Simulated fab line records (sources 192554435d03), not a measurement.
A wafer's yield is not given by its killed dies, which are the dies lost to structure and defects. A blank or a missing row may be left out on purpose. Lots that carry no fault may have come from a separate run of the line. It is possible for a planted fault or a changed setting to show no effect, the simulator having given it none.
The tool behind it: which one? | flow n5 finfet | Sampling: 12 lots, 36 wafers, 4 of 1938 route steps

WHAT EACH GAUGE READ, for each wafer
N5_BEOL_M1_THK_MEAS_53: measures by xrf.
lot  | measured     | on            | M1_THK (nm)
L075 | day 6 18:10  | film metro-01 | 40.7 41.8 40.5
L077 | day 7 06:17  | film metro-02 | 40.7 42.9 41.6
L079 | day 7 14:05  | film metro-02 | 41.1 43.6 40.1
L081 | day 8 03:48  | film metro-02 | 39.3 41.6 42.5
L083 | day 8 17:53  | film metro-01 | 37.4 39.4 40.1
L085 | day 9 11:42  | film metro-01 | 43.3 43.4 43.6
L087 | day 9 18:11  | film metro-02 | 36.5 38.4 38.3
L089 | day 10 04:15 | film metro-01 | 35.9 38.6 41.1
L091 | day 10 12:01 | film metro-02 | 38.3 38.3 39.2
L092 | day 11 16:25 | film metro-02 | 38.8 40.5 40.8
L095 | day 12 02:53 | film metro-02 | 36.6 38.7 42.6
L097 | day 12 12:31 | film metro-01 | 36.2 40.3 39.3

TOOL THAT RAN EACH LOT (tool first, then ch and the chambers of the sampled wafers, then the start)
lot  | N5_BEOL_M1_SPUTTER_86        | N5_BEOL_M1_ANNEAL_91         | N5_BEOL_M1_ANNEAL_51
L075 | pvd sputter-03, day 6 16:16  | pvd sputter-03, day 6 16:47  | rtp anneal-02 ch 0, day 6 17:37
L077 | pvd sputter-02, day 7 04:24  | pvd sputter-02, day 7 04:55  | rtp anneal-02 ch 0, day 7 05:44
L079 | pvd sputter-03, day 7 12:12  | pvd sputter-03, day 7 12:43  | rtp anneal-02 ch 0, day 7 13:30
L081 | pvd sputter-02, day 8 01:53  | pvd sputter-02, day 8 02:25  | rtp anneal-01 ch 0, day 8 03:14
L083 | pvd sputter-02, day 8 15:59  | pvd sputter-02, day 8 16:31  | rtp anneal-01 ch 0, day 8 17:17
L085 | pvd sputter-01, day 9 09:49  | pvd sputter-01, day 9 10:20  | rtp anneal-02 ch 0, day 9 11:14
L087 | pvd sputter-01, day 9 16:17  | pvd sputter-01, day 9 16:49  | rtp anneal-01 ch 0, day 9 17:35
L089 | pvd sputter-01, day 10 02:19 | pvd sputter-01, day 10 02:50 | rtp anneal-02 ch 0, day 10 03:40
L091 | pvd sputter-02, day 10 09:44 | pvd sputter-02, day 10 10:15 | rtp anneal-02 ch 0, day 10 11:07
L092 | pvd sputter-02, day 11 14:31 | pvd sputter-02, day 11 15:02 | rtp anneal-02 ch 0, day 11 15:52
L095 | pvd sputter-01, day 12 00:44 | pvd sputter-01, day 12 01:15 | rtp anneal-01 ch 0, day 12 02:13
L097 | pvd sputter-02, day 12 10:22 | pvd sputter-02, day 12 10:53 | rtp anneal-01 ch 0, day 12 11:45
- N5_BEOL_M1_SPUTTER_86: material Cu, target thk 4.5 nm, time 8.29 s.
- N5_BEOL_M1_ANNEAL_91: time 240 s.
- N5_BEOL_M1_ANNEAL_51: time 90 s.

THE ANSWER, worked out from the rows above alone
Rule: usual is defined by the lots themselves. The widest of any qualifying gaps counts: lots, ordered by their means at a reading, are off when they make up no more than a third of the lots, leave a main group of 4 or more, and stand apart from it by 3 or more times the standard deviation of that group's means. A main group whose means are all the same, to the digits that the tables above print for the reading, isn't used. Also off: a lot with no number at a reading for which 4 or more lots have one. Where the step has rows for the other lots, those lots are counted as sound.
Nothing can be told from this: no lot is off at any reading shown.

WHAT WAS PUT IN BY THE SIMULATOR
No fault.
